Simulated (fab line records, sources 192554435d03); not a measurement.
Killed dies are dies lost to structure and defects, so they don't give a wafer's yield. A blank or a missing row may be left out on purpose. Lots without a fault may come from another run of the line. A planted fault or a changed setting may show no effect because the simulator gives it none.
fab line records | flow n5_finfet
record lots=8 wafers=24 last_day=17
route steps=1938 shown FIN_SAQP@91 FIN_CUT@165 BEOL_M4@1111 PASSIVATION@1936
lots that met no fault: from a run of the same line without faults
start_h: hours from the record's first day to the start of the lot's first wafer shown | wait_h: hours since the lot's step before | " the same as in the row above | L1.1+2: a row that stands for several wafers | - no value, or no start given | * or withheld: withheld | < > ~ a bound
route shown NAME@n: a module of which the file shows steps, and the number in the route of the first | usual: mean/standard deviation of fault-free wafers | same: alike in all rows | chamber/n: place in a boat | sites: the reading at each site | _std_site: their standard deviation | _edge_site: outer sites' mean less inner sites' | radius_mm: how far each site lies from the wafer's centre | mask NAME#n: copy n | behind: the tool/chamber that last shaped the wafer | hold: why the lot was held/for how many hours/how that ended | device: the transistor (n, p or np) that didn't switch | end of line: the same wafers' tests at the end of the route | a step without rows: its recipe alone | killed: dies lost to structure and defects at the first sort, not the wafer's yield | map: a wafer's dies, x killed, . not, _ none there
set.NAME: the setting as run; set.NAME@STEP: as run at that earlier step | model.NAME: the simulator's own value behind a step, which no gauge read
steps of the route over a sample of lots; a table a step, a row a wafer
services: from which hour (start_h, from the record's first day; less than 0 if before it) a tool's chamber was out of use, for how many hours, and why
## steps
# step N5_FIN_SAQP_PRECLEAN_00
# recipe chemistry=SC1 time_s=60 temp_c=55 mix=1:2:50
# usual nh4oh_flow_mL_min=28.30/0.087
# columns lot.wafer tool chamber start_h wait_h nh4oh_flow_mL_min
L301.2 wet_bench-05 1 21.07 0.0 28.21
L301.3 " 2 " " 28.25
L301.5 " 0 " " 28.27
L302.3 wet_bench-01 5 26.74 0.0 28.24
L302.4 " 1 " " 28.34
L302.6 " 3 " " 28.26
L304.1 wet_bench-05 2 38.72 0.0 28.17
L304.3 " 1 " " 28.46
L304.4 " 3 " " 28.34
L309.2 wet_bench-05 2 68.92 0.0 28.25
L309.4 " 6 " " 28.14
L309.6 " 5 " " 28.33
L310.3 wet_bench-01 1 75.05 0.0 28.27
L310.5 " 2 " " 28.42
L310.6 " 7 " " 28.46
L311.3 wet_bench-04 6 80.23 0.0 28.18
L311.4 " 0 " " 28.14
L311.5 " 2 " " 28.30
L316.4 wet_bench-01 1 110.24 0.0 28.29
L316.5 " 7 " " 28.22
L316.6 " 2 " " 28.30
L322.1 wet_bench-04 6 147.40 0.0 28.47
L322.2 " 2 " " 28.31
L322.3 " 4 " " 28.20
# step N5_FIN_SAQP_PECVD_48
# recipe material=SiNx target_thk_a=250 temp_c=400 precursor=SiH4/NH3/N2 pressure_torr=1.5 rf_w=300 time_s=22.1
# usual heater_power_w=722/70 showerhead_plenum_p_Torr=5.13/0.064 throttle_valve_pct=40.3/2.3
# columns lot.wafer tool chamber start_h wait_h heater_power_w showerhead_plenum_p_Torr throttle_valve_pct
L301.2 pecvd-01 2 23.70 0.0 648 5.15 41.5
L301.3 " 0 " " 769 5.01 38.0
L301.5 " 1 " " 838 5.11 40.0
L302.3 pecvd-01 1 27.39 0.0 856 5.12 39.7
L302.4 " 1 " " 836 5.10 40.2
L302.6 " 2 " " 715 5.15 41.7
L304.1 pecvd-03 0 40.16 0.0 813 5.22 39.4
L304.3 " 1 " " 681 5.13 42.7
L304.4 " 0 " " 809 5.21 39.1
L309.2 pecvd-03 0 69.59 0.0 768 5.20 39.5
L309.4 " 1 " " 689 5.11 42.4
L309.6 " 2 " " 638 5.12 36.2
L310.3 pecvd-03 2 75.89 0.0 703 5.11 36.1
L310.5 " 1 " " 642 5.10 42.3
L310.6 " 2 " " 721 5.13 36.3
L311.3 pecvd-01 0 80.92 0.0 796 5.03 38.2
L311.4 " 1 " " 880 5.13 39.9
L311.5 " 2 " " 739 5.15 41.6
L316.4 pecvd-01 2 110.99 0.0 719 5.16 41.9
L316.5 " 0 " " 777 5.01 38.3
L316.6 " 1 " " 808 5.10 40.3
L322.1 pecvd-01 2 148.09 0.0 724 5.15 42.0
L322.2 " 0 " " 778 5.02 38.1
L322.3 " 1 " " 845 5.12 40.0
# step N5_FIN_SAQP_HM_DEP_72
# recipe material=SiO2 target_thk_a=120 temp_c=400 precursor=SiH4/N2O pressure_torr=0.75 rf_w=275 time_s=7.2
# usual heater_power_w=728/65 showerhead_plenum_p_Torr=8.13/0.13
# columns lot.wafer tool chamber start_h wait_h heater_power_w showerhead_plenum_p_Torr
L301.2 pecvd-01 0 23.87 0.0 720 7.89
L301.3 " 1 " " 730 8.09
L301.5 " 2 " " 688 8.17
L302.3 pecvd-01 1 27.56 0.0 771 8.08
L302.4 " 2 " " 731 8.15
L302.6 " 0 " " 738 7.89
L304.1 pecvd-04 1 40.37 0.0 742 8.36
L304.3 " 2 " " 668 8.21
L304.4 " 0 " " 698 8.05
L309.2 pecvd-04 2 69.75 0.0 743 8.20
L309.4 " 2 " " 733 8.19
L309.6 " 0 " " 667 8.05
L310.3 pecvd-01 0 76.09 0.0 664 7.89
L310.5 " 2 " " 752 8.16
L310.6 " 1 " " 730 8.09
L311.3 pecvd-04 0 81.08 0.0 705 8.05
L311.4 " 1 " " 684 8.34
L311.5 " 0 " " 708 8.09
L316.4 pecvd-04 0 111.16 0.1 712 8.07
L316.5 " 2 " " 685 8.20
L316.6 " 1 " " 734 8.34
L322.1 pecvd-03 2 148.25 0.0 726 8.11
L322.2 " 1 " " 706 8.09
L322.3 " 1 " " 696 8.08
# step N5_FIN_SAQP_INSPECT_18
# recipe mode=adi inspect_instrument=brightfield
# usual raw_defect_count=424/110
# columns lot.wafer tool chamber start_h wait_h raw_defect_count
L301.2 defect_inspect-02 - 24.38 0.0 425
L301.3 " - " " 408
L301.5 " - " " 392
L302.3 defect_inspect-02 - 28.07 0.0 420
L302.4 " - " " 360
L302.6 " - " " 402
L304.1 defect_inspect-02 - 40.88 0.0 347
L304.3 " - " " 448
L304.4 " - " " 522
L309.2 defect_inspect-01 - 70.26 0.0 1249
L309.4 " - " " 600
L309.6 " - " " 455
L310.3 defect_inspect-01 - 76.61 0.0 266
L310.5 " - " " 320
L310.6 " - " " 363
L311.3 defect_inspect-01 - 81.59 0.0 463
L311.4 " - " " 555
L311.5 " - " " 331
L316.4 defect_inspect-01 - 111.52 0.0 382
L316.5 " - " " 410
L316.6 " - " " 377
L322.1 defect_inspect-02 - 148.79 0.0 365
L322.2 " - " " 280
L322.3 " - " " 245
# step N5_FIN_SAQP_ETCH_51
# recipe chemistry=CF4 target=SiARC target_depth_a=455 mask_material=CAR-ArF time_s=75.8 ion_energy_ev=80 pressure_mtorr=40 source_w=545 bias_w=36 Ar_flow_sccm=100 cf4_flow_sccm=100 ends=cleared
# usual drypump_motor_current_A=5.8/0.51 etch_rf_on_time_s=75.6/1.6 oes_product_au=0.74/0.065 rf_vpp_V=184.4/1.2 showerhead_plenum_p_Torr=2.17/0.073 throttle_valve_pct=15.60/0.21
# columns lot.wafer tool chamber start_h wait_h drypump_motor_current_A etch_rf_on_time_s oes_product_au rf_hours_counter_h rf_vpp_V showerhead_plenum_p_Torr throttle_valve_pct
L301.2 rie_diel-01 1 24.45 0.0 6.0 74.3 0.82 12 184.7 2.10 15.78
L301.3 " 0 " " 5.2 75.5 0.78 23 184.1 2.20 15.26
L301.5 " 1 " " 6.0 74.5 0.83 - 184.8 2.10 15.77
L302.3 rie_diel-01 0 28.14 0.0 5.2 75.8 0.78 24 182.4 2.20 15.27
L302.4 " 1 " " 6.0 75.4 0.82 13 183.5 2.10 15.75
L302.6 " 2 " " 6.3 80.9 0.56 - 185.2 2.20 16.08
L304.1 rie_diel-03 3 41.05 0.0 5.3 73.3 0.81 15 185.2 2.29 15.57
L304.3 " 0 " " 5.6 77.6 0.58 230 185.0 2.20 15.82
L304.4 " 1 " " 6.5 75.0 0.71 68 185.4 2.16 15.78
L309.2 rie_diel-06 1 70.55 0.0 5.7 73.9 0.81 18 183.3 2.20 15.50
L309.4 " 2 " " 5.1 75.5 0.64 136 183.0 2.05 15.68
L309.6 " 2 " " 5.1 76.3 0.64 - 183.1 2.05 15.67
L310.3 rie_diel-06 0 78.10 0.0 6.4 76.0 0.78 14 186.8 2.28 15.14
L310.5 " 3 " " 6.8 73.4 0.84 - 185.9 2.27 15.45
L310.6 " 0 " " 6.4 76.0 0.78 - 185.9 2.29 15.16
L311.3 rie_diel-06 2 81.90 0.0 5.1 76.6 0.63 141 183.9 2.05 15.69
L311.4 " 1 " " 5.7 73.4 0.80 24 184.6 2.19 15.52
L311.5 " 0 " " 6.4 75.4 0.79 - 186.1 2.28 15.15
L316.4 rie_diel-01 2 111.83 0.0 6.3 77.7 0.78 11 186.6 2.19 15.63
L316.5 " 0 " " 5.3 75.7 0.74 - 182.2 2.19 15.34
L316.6 " 3 " " 5.5 77.1 0.70 - 185.3 2.17 15.74
L322.1 rie_diel-06 1 149.18 0.0 5.7 74.1 0.78 40 182.5 2.19 15.54
L322.2 " 0 " " 6.4 75.7 0.75 33 186.9 2.28 15.19
L322.3 " 3 " " 6.7 73.5 0.78 26 186.2 2.26 15.48
# step N5_FIN_SAQP_INSPECT_40
# recipe inspect_instrument=brightfield mode=aei
# usual raw_defect_count=227/61
# columns lot.wafer tool chamber start_h wait_h raw_defect_count
L301.2 defect_inspect-01 - 28.78 0.0 230
L301.3 " - " " 246
L301.5 " - " " 180
L302.3 defect_inspect-01 - 32.46 0.0 266
L302.4 " - " " 277
L302.6 " - " " 261
L304.1 defect_inspect-02 - 45.63 0.0 231
L304.3 " - " " 208
L304.4 " - " " 242
L309.2 defect_inspect-01 - 75.63 0.0 871
L309.4 " - " " 323
L309.6 " - " " 238
L310.3 defect_inspect-02 - 82.52 0.0 100
L310.5 " - " " 173
L310.6 " - " " 183
L311.3 defect_inspect-02 - 86.43 0.0 357
L311.4 " - " " 173
L311.5 " - " " 158
L316.4 defect_inspect-02 - 116.74 0.0 195
L316.5 " - " " 163
L316.6 " - " " 227
L322.1 defect_inspect-02 - 153.97 0.0 153
L322.2 " - " " 172
L322.3 " - " " 149
# step N5_FIN_CUT_INSPECT_10
# recipe mode=adi inspect_instrument=brightfield
# usual raw_defect_count=42/13
# columns lot.wafer tool chamber start_h wait_h raw_defect_count
L301.2 defect_inspect-02 - 29.17 0.0 36
L301.3 " - " " 36
L301.5 " - " " 36
L302.3 defect_inspect-01 - 32.85 0.0 44
L302.4 " - " " 54
L302.6 " - " " 46
L304.1 defect_inspect-02 - 46.02 0.1 29
L304.3 " - " " 38
L304.4 " - " " 35
L309.2 defect_inspect-01 - 76.14 0.0 631
L309.4 " - " " 59
L309.6 " - " " 47
L310.3 defect_inspect-02 - 82.91 0.0 22
L310.5 " - " " 28
L310.6 " - " " 32
L311.3 defect_inspect-01 - 86.82 0.0 59
L311.4 " - " " 28
L311.5 " - " " 36
L316.4 defect_inspect-01 - 117.13 0.0 32
L316.5 " - " " 31
L316.6 " - " " 47
L322.1 defect_inspect-01 - 154.48 0.1 28
L322.2 " - " " 29
L322.3 " - " " 25
# step N5_FIN_CUT_INSPECT_17
# recipe inspect_instrument=brightfield mode=aei
# usual raw_defect_count=228/60
# columns lot.wafer tool chamber start_h wait_h raw_defect_count
L301.2 defect_inspect-02 - 30.24 0.1 225
L301.3 " - " " 220
L301.5 " - " " 166
L302.3 defect_inspect-02 - 33.83 0.0 278
L302.4 " - " " 268
L302.6 " - " " 262
L304.1 defect_inspect-01 - 46.98 0.0 247
L304.3 " - " " 219
L304.4 " - " " 260
L309.2 defect_inspect-02 - 77.10 0.0 861
L309.4 " - " " 320
L309.6 " - " " 208
L310.3 defect_inspect-02 - 83.89 0.0 100
L310.5 " - " " 169
L310.6 " - " " 179
L311.3 defect_inspect-02 - 87.79 0.0 325
L311.4 " - " " 179
L311.5 " - " " 166
L316.4 defect_inspect-01 - 118.13 0.0 225
L316.5 " - " " 199
L316.6 " - " " 239
L322.1 defect_inspect-02 - 155.47 0.0 154
L322.2 " - " " 165
L322.3 " - " " 144
# step N5_BEOL_M4_RC_MEAS_101
# usual DIBL_N=37.2/1.8 DIBL_P=37.5/2.5 IOFF_N=0.17/0.038 IOFF_P=0.24/0.046 ION_N=681/13 ION_P=469/8.5 SS_N=71.7/0.6 SS_P=73.6/0.69 VT_N=249/3.4 VT_P=-248/3.6
# columns lot.wafer tool chamber start_h wait_h DIBL_N[mV/V] DIBL_P[mV/V] IOFF_N[nA/um] IOFF_P[nA/um] ION_N[uA/um] ION_P[uA/um] SS_N[mV/dec] SS_P[mV/dec] VT_N[mV] VT_P[mV]
L301.2 prober-01 0 163.31 0.2 37.7 36.6 0.20 0.28 690 478 72.4 73.8 248 -245
L301.3 " 0 " " 37.1 35.3 0.16 0.25 673 466 71.7 73.3 251 -246
L301.5 " 0 " " 34.6 33.2 0.14 0.22 667 463 70.9 72.3 252 -245
L302.3 prober-02 0 167.15 0.3 34.2 33.7 0.12 0.18 651 450 70.9 72.6 255 -254
L302.4 " 0 " " 35.2 34.3 0.14 0.20 661 456 71.7 73.1 253 -250
L302.6 " 0 " " 36.5 36.2 0.16 0.23 690 474 71.4 73.9 248 -247
L304.1 prober-01 0 183.60 0.0 39.9 42.1 0.24 0.28 695 472 71.9 73.5 246 -249
L304.3 " 0 " " 36.9 37.2 0.15 0.19 686 467 71.3 72.6 251 -255
L304.4 " 0 " " 38.6 39.4 0.19 0.21 673 454 71.7 73.9 249 -253
L309.2 prober-02 0 211.90 0.2 37.2 37.6 0.18 0.25 678 470 72.1 73.8 247 -246
L309.4 " 0 " " 35.4 34.7 0.14 0.20 667 464 71.1 73.0 252 -251
L309.6 " 0 " " 34.3 33.6 0.12 0.18 666 461 70.8 72.5 252 -249
L310.3 prober-01 0 231.78 0.3 36.1 39.2 0.18 0.24 684 465 72.3 74.3 249 -248
L310.5 " 0 " " 38.9 41.4 0.24 0.29 694 478 72.1 75.1 244 -245
L310.6 " 0 " " 36.3 38.1 0.17 0.22 670 459 72.2 73.6 253 -251
L311.3 prober-02 0 234.94 0.3 38.3 38.1 0.19 0.25 679 466 72.0 74.4 249 -248
L311.4 " 0 " " 38.7 39.1 0.21 0.25 701 474 71.2 74.9 244 -248
L311.5 " 0 " " 36.6 35.9 0.15 0.21 673 462 71.4 73.6 250 -250
L316.4 prober-02 0 262.43 0.5 37.3 37.5 0.16 0.25 684 475 71.5 72.4 250 -246
L316.5 " 0 " " 37.1 37.0 0.16 0.24 678 473 71.6 73.1 251 -248
L316.6 " 0 " " 37.8 38.7 0.17 0.27 687 477 72.3 73.7 249 -244
L322.1 prober-02 0 291.49 0.0 35.3 35.2 0.15 0.19 680 467 71.8 73.1 246 -249
L322.2 " 0 " " 37.5 38.9 0.19 0.25 699 480 72.2 73.8 246 -248
L322.3 " 0 " " 37.3 38.8 0.19 0.25 686 471 71.8 73.8 246 -247
# step N5_PASSIVATION_PROBE_49
# usual defect_limited_yield=91.2/1.4 killed_at_M0_to_M3=32/10 killed_at_M4_up=14/6.2 killed_at_contacts=12/6.3 killed_at_front_end=42/13 killed_at_other=4/3.4 killed_dies=104/17 killed_on_rim=14/3.8 killed_open=67/12 killed_short=34/8.1 sort_bin_4_leakage=0.02/0.13 sort_bin_5_function=5.2/0.93 sort_bin_6_memory=3.2/0.65 sort_bin_8_speed=0.00/0.017 sort_n_pass=1075/16 sort_yield_pct=91.1/1.4
# same gross_dies=1180 killed_at_back_side=0
# columns lot.wafer tool chamber start_h wait_h defect_limited_yield[%] killed_at_M0_to_M3 killed_at_M4_up killed_at_contacts killed_at_front_end killed_at_other killed_dies killed_on_rim killed_open killed_short sort_bin_4_leakage[%] sort_bin_5_function[%] sort_bin_6_memory[%] sort_bin_8_speed[%] sort_n_pass sort_yield_pct[%]
L301.2 prober-01 - 264.61 0.2 91.1 33 17 12 42 1 105 15 69 30 0 5.4 2.7 0 1075 91.1
L301.3 prober-01 - 264.66 0.2 90.1 44 11 18 43 1 117 11 83 29 0 6.4 3.0 0 1063 90.1
L301.5 prober-01 - 264.76 0.3 91.7 41 14 12 28 3 98 15 67 29 0 4.7 3.4 0 1082 91.7
L302.3 prober-01 - 266.53 0.1 88.6 45 20 20 45 5 135 15 88 44 0 6.2 4.7 0 1045 88.6
L302.4 prober-01 - 266.58 0.2 92.7 22 21 12 31 0 86 15 54 31 0 4.3 2.7 0 1094 92.7
L302.6 prober-01 - 266.68 0.3 89.7 35 21 20 40 6 122 19 82 40 0 5.9 4.0 0 1058 89.7
L304.1 prober-02 - 288.64 0.2 93.8 23 12 7 27 4 73 14 48 24 0.08 3.1 3.0 0 1106 93.7
L304.3 prober-02 - 288.74 0.3 91.5 27 11 6 55 1 100 16 58 42 0 6.0 2.1 0 1080 91.5
L304.4 prober-02 - 288.79 0.3 92.6 40 8 6 28 5 87 10 57 28 0 4.7 2.4 0 1093 92.6
L309.2 prober-02 - 325.38 0.1 85.8 19 14 6 123 6 168 34 44 25 0 8.2 3.1 0 1012 85.8
L309.4 prober-02 - 325.48 0.2 93.6 16 3 13 38 5 75 6 44 29 0 3.8 2.1 0 1105 93.6
L309.6 prober-02 - 325.58 0.3 92.7 27 8 19 32 0 86 19 46 33 0 4.1 2.5 0 1094 92.7
L310.3 prober-01 - 336.63 0.1 91.9 34 15 8 38 1 96 12 59 36 0 4.7 3.2 0 1084 91.9
L310.5 prober-01 - 336.73 0.2 90.5 35 32 10 33 2 112 17 72 37 0 5.7 3.5 0 1068 90.5
L310.6 prober-01 - 336.78 0.3 91.7 29 27 18 23 1 98 12 66 28 0 4.4 3.4 0.08 1082 91.7
L311.3 prober-01 - 337.82 0.1 91.1 29 22 25 25 4 105 11 80 21 0 5.9 2.9 0 1075 91.1
L311.4 prober-01 - 337.87 0.2 90.8 23 17 16 51 1 108 17 74 31 0 5.3 3.6 0 1072 90.8
L311.5 prober-01 - 337.92 0.2 91.4 27 23 14 33 5 102 14 71 28 0 4.9 3.5 0 1078 91.4
L316.4 prober-02 - 360.65 0.2 90.6 38 10 16 47 0 111 13 68 42 0 5.3 3.5 0 1069 90.6
L316.5 prober-02 - 360.70 0.2 88.8 39 10 20 58 5 132 11 85 47 0 6.0 4.5 0 1048 88.8
L316.6 prober-02 - 360.75 0.3 90.8 40 13 4 47 5 109 10 74 34 0 5.3 3.5 0 1071 90.8
# killed by level:class
L301.2 MOL_CONTACT_COAG:geometric_particle:open=10 BEOL_M4:geometric_particle:open=9 FIN_SAQP:geometric_particle:open=7 BEOL_M0_SAQP:geometric_particle:open=7 STI_FIN_REVEAL:geometric_particle:open=6 HKMG_FIN:area_etch=6 FIN_SAQP:geometric_particle:short=5 BEOL_M1:geometric_particle:open=5
L301.3 MOL_CONTACT_COAG:geometric_particle:open=17 BEOL_M0_SAQP:geometric_particle:open=11 BEOL_M0_SAQP:geometric_particle:short=10 STI_FIN_REVEAL:geometric_particle:open=9 BEOL_M3:geometric_particle:open=9 DUMMY_GATE:geometric_particle:open=7 FIN_SAQP:geometric_particle:short=5 BEOL_M1:geometric_particle:open=5
L301.5 BEOL_M0_SAQP:geometric_particle:open=13 MOL_CONTACT_COAG:geometric_particle:open=9 BEOL_M1:geometric_particle:open=8 BEOL_M0_SAQP:geometric_particle:short=7 BEOL_M3:geometric_particle:open=7 BEOL_M4:geometric_particle:open=6 STI_FIN_REVEAL:geometric_particle:open=5 STARTING-WAFER:geometric_particle:short=5
L302.3 MOL_CONTACT_COAG:geometric_particle:open=16 STI_FIN_REVEAL:geometric_particle:open=16 BEOL_M0_SAQP:geometric_particle:short=10 BEOL_M0_SAQP:geometric_particle:open=8 BEOL_M2:geometric_particle:open=8 BEOL_M4:geometric_particle:open=7 FIN_SAQP:geometric_particle:short=6 STI_FIN_REVEAL:geometric_particle:short=6
L302.4 MOL_CONTACT_COAG:geometric_particle:open=11 FIN_SAQP:geometric_particle:short=9 BEOL_M1:geometric_particle:open=7 BEOL_M4:geometric_particle:open=7 FIN_SAQP:geometric_particle:open=6 STI_FIN_REVEAL:geometric_particle:open=4 BEOL_M0_SAQP:geometric_particle:short=4 BEOL_M6:geometric_particle:open=4
L302.6 STI_FIN_REVEAL:geometric_particle:open=16 MOL_CONTACT_COAG:geometric_particle:open=14 BEOL_M4:geometric_particle:open=14 BEOL_M0_SAQP:geometric_particle:open=11 BEOL_M0_SAQP:geometric_particle:short=9 BEOL_M1:geometric_particle:open=7 MOL_CONTACT_COAG:geometric_particle:short=6 GATE_CUT:geometric_particle:short=4
L304.1 STI_FIN_REVEAL:geometric_particle:open=7 MOL_CONTACT_COAG:geometric_particle:open=6 BEOL_M3:geometric_particle:open=6 BEOL_M0_SAQP:geometric_particle:short=5 BEOL_M2:geometric_particle:open=5 BEOL_M0_SAQP:geometric_particle:open=4 BEOL_M4:geometric_particle:open=4 FIN_SAQP:geometric_particle:short=3
L304.3 FIN_SAQP:geometric_particle:short=18 GATE_CUT:geometric_particle:short=9 FIN_SAQP:geometric_particle:open=7 MOL_CONTACT_COAG:geometric_particle:open=6 BEOL_M0_SAQP:geometric_particle:short=6 BEOL_M1:geometric_particle:open=6 ILD0:geometric_particle:open=5 BEOL_M0_SAQP:geometric_particle:open=5
L304.4 BEOL_M2:geometric_particle:open=17 BEOL_M0_SAQP:geometric_particle:short=6 BEOL_M1:geometric_particle:open=6 FIN_SAQP:geometric_particle:short=5 GATE_CUT:geometric_particle:short=5 MOL_CONTACT_COAG:geometric_particle:open=5 FIN_SAQP:geometric_particle:open=4 BEOL_M0_SAQP:geometric_particle:open=3
L309.2 FIN_SAQP:unspecified=90 DUMMY_GATE:geometric_particle:open=9 HKMG_FIN:area_etch=8 BEOL_M1:geometric_particle:open=6 BEOL_M0_SAQP:geometric_particle:short=6 BEOL_M4:geometric_particle:open=5 BEOL_M8:geometric_particle:open=5 MOL_CONTACT_COAG:geometric_particle:open=4
L309.4 DUMMY_GATE:geometric_particle:open=10 MOL_CONTACT_COAG:geometric_particle:open=8 FIN_SAQP:geometric_particle:open=7 FIN_SAQP:geometric_particle:short=6 BEOL_M0:geometric_particle:open=6 MOL_CONTACT_COAG:geometric_particle:short=5 GATE_CUT:geometric_particle:short=4 BEOL_M0:geometric_particle:short=4
L309.6 MOL_CONTACT_COAG:geometric_particle:open=14 DUMMY_GATE:geometric_particle:open=8 FIN_SAQP:geometric_particle:short=7 HKMG_FIN:area_etch=7 BEOL_M2:geometric_particle:open=6 MOL_CONTACT_COAG:geometric_particle:short=5 BEOL_M0_SAQP:geometric_particle:short=5 STARTING-WAFER:geometric_particle:short=5
L310.3 BEOL_M0_SAQP:geometric_particle:short=10 STI_FIN_REVEAL:geometric_particle:open=8 BEOL_M0_SAQP:geometric_particle:open=8 MOL_CONTACT_COAG:geometric_particle:open=6 FIN_SAQP:geometric_particle:short=5 GATE_CUT:geometric_particle:open=5 BEOL_M2:geometric_particle:open=5 BEOL_M3:geometric_particle:open=5
L310.5 BEOL_M4:geometric_particle:open=17 BEOL_M0_SAQP:geometric_particle:short=9 BEOL_M2:geometric_particle:open=7 MOL_CONTACT_COAG:geometric_particle:open=6 FIN_SAQP:geometric_particle:open=5 STARTING-WAFER:geometric_particle:short=5 GATE_CUT:geometric_particle:short=5 BEOL_M3:geometric_particle:open=5
L310.6 MOL_CONTACT_COAG:geometric_particle:open=14 BEOL_M3:geometric_particle:open=14 BEOL_M4:geometric_particle:open=10 ILD0:geometric_particle:open=8 BEOL_M4:geometric_particle:short=6 MOL_CONTACT_COAG:geometric_particle:short=4 BEOL_M0_SAQP:geometric_particle:open=4 BEOL_M5:geometric_particle:open=4
L311.3 MOL_CONTACT_COAG:geometric_particle:open=23 BEOL_M4:geometric_particle:open=9 DUMMY_GATE:geometric_particle:open=7 BEOL_M1:geometric_particle:open=7 BEOL_M0_SAQP:geometric_particle:short=5 BEOL_M3:geometric_particle:open=5 SDB:geometric_particle:open=4 BEOL_M0_SAQP:geometric_particle:open=4
L311.4 MOL_CONTACT_COAG:geometric_particle:open=15 STI_FIN_REVEAL:geometric_particle:open=13 GATE_CUT:geometric_particle:short=9 BEOL_M1:geometric_particle:open=6 BEOL_M0_SAQP:geometric_particle:open=6 FIN_SAQP:geometric_particle:short=5 FIN_SAQP:geometric_particle:open=4 BEOL_M5:geometric_particle:open=4
L311.5 MOL_CONTACT_COAG:geometric_particle:open=10 BEOL_M4:geometric_particle:open=9 GATE_CUT:geometric_particle:short=7 BEOL_M3:geometric_particle:open=7 DUMMY_GATE:geometric_particle:open=6 STI_FIN_REVEAL:geometric_particle:open=5 BEOL_M0_SAQP:geometric_particle:open=5 BEOL_M0_SAQP:geometric_particle:short=5
L316.4 FIN_SAQP:geometric_particle:short=13 MOL_CONTACT_COAG:geometric_particle:open=10 FIN_SAQP:geometric_particle:open=9 STI_FIN_REVEAL:geometric_particle:open=8 BEOL_M3:geometric_particle:open=7 BEOL_M1:geometric_particle:open=6 MOL_CONTACT_COAG:geometric_particle:short=6 BEOL_M0_SAQP:geometric_particle:short=6
L316.5 MOL_CONTACT_COAG:geometric_particle:open=17 DUMMY_GATE:geometric_particle:open=12 FIN_SAQP:geometric_particle:open=11 BEOL_M0_SAQP:geometric_particle:short=11 STI_FIN_REVEAL:geometric_particle:open=10 FIN_SAQP:geometric_particle:short=8 BEOL_M2:geometric_particle:open=7 BEOL_M0_SAQP:geometric_particle:open=5
L316.6 FIN_SAQP:geometric_particle:open=14 BEOL_M3:geometric_particle:open=13 FIN_SAQP:geometric_particle:short=11 BEOL_M0_SAQP:geometric_particle:short=7 BEOL_M0_SAQP:geometric_particle:open=7 GATE_CUT:geometric_particle:open=6 STI_FIN_REVEAL:geometric_particle:open=5 BEOL_M1:geometric_particle:open=4
## services
# columns tool chamber start_h hours kind
rie_diel-06 1 3.13 - clean
rie_diel-06 1 3.13 - consumable_replace:focus_ring
rie_diel-06 1 3.13 24.0 scheduled_down
rie_diel-06 1 3.13 24.0 vent_cycle
pecvd-03 2 12.48 17.8 repair
rie_diel-06 0 27.37 - clean
rie_diel-06 0 27.37 - consumable_replace:focus_ring
rie_diel-06 0 27.37 - consumable_replace:showerhead
rie_diel-06 0 27.37 19.8 scheduled_down
rie_diel-06 0 27.37 19.8 vent_cycle
pecvd-03 2 30.32 - clean
pecvd-03 2 30.32 - consumable_replace:showerhead
pecvd-03 2 30.32 29.0 scheduled_down
pecvd-03 2 30.32 29.0 vent_cycle
rie_diel-01 3 43.34 2.7 repair
rie_diel-01 2 50.19 4.4 repair
rie_diel-03 1 57.35 3.9 repair
rie_diel-01 - 69.10 10.0 pm
pecvd-01 1 73.04 2.1 scheduled_down
wet_bench-04 - 74.14 3.8 repair
pecvd-04 - 87.27 0.5 repair
pecvd-01 - 118.40 14.6 pm
rie_diel-06 - 128.22 14.6 pm
rie_diel-06 - 142.82 4.3 pm
## key
first_sign step=N5_FIN_SAQP_INSPECT_18 reading=raw_defect_count direction=up sigmas=7.6 usual=424 struck=1249
effect step=N5_FIN_SAQP_INSPECT_40 reading=raw_defect_count direction=up sigmas=11 usual=227 struck=871
effect step=N5_FIN_CUT_INSPECT_10 reading=raw_defect_count direction=up sigmas=46 usual=42 struck=631
effect step=N5_FIN_CUT_INSPECT_17 reading=raw_defect_count direction=up sigmas=11 usual=228 struck=861
effect step=N5_PASSIVATION_PROBE_49 reading=killed_at_front_end direction=up sigmas=6.1 usual=42 struck=123
more_kills_born_at N5_FIN_SAQP_PRECLEAN_00@wet_bench-05=90
met_at N5_FIN_SAQP_PRECLEAN_00
struck_lots L309
struck_wafers L309.2
not_acting_at N5_FIN_SAQP_PECVD_48,N5_FIN_SAQP_HM_DEP_72,N5_FIN_SAQP_ETCH_51
onset_between 38.72 68.92
fault kind=chamber_particle_source tool=wet_bench-05 chamber=2 onset_h=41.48 steps=N5_FIN_SAQP_PRECLEAN_00 rate_per_visit_cm2=0.91838
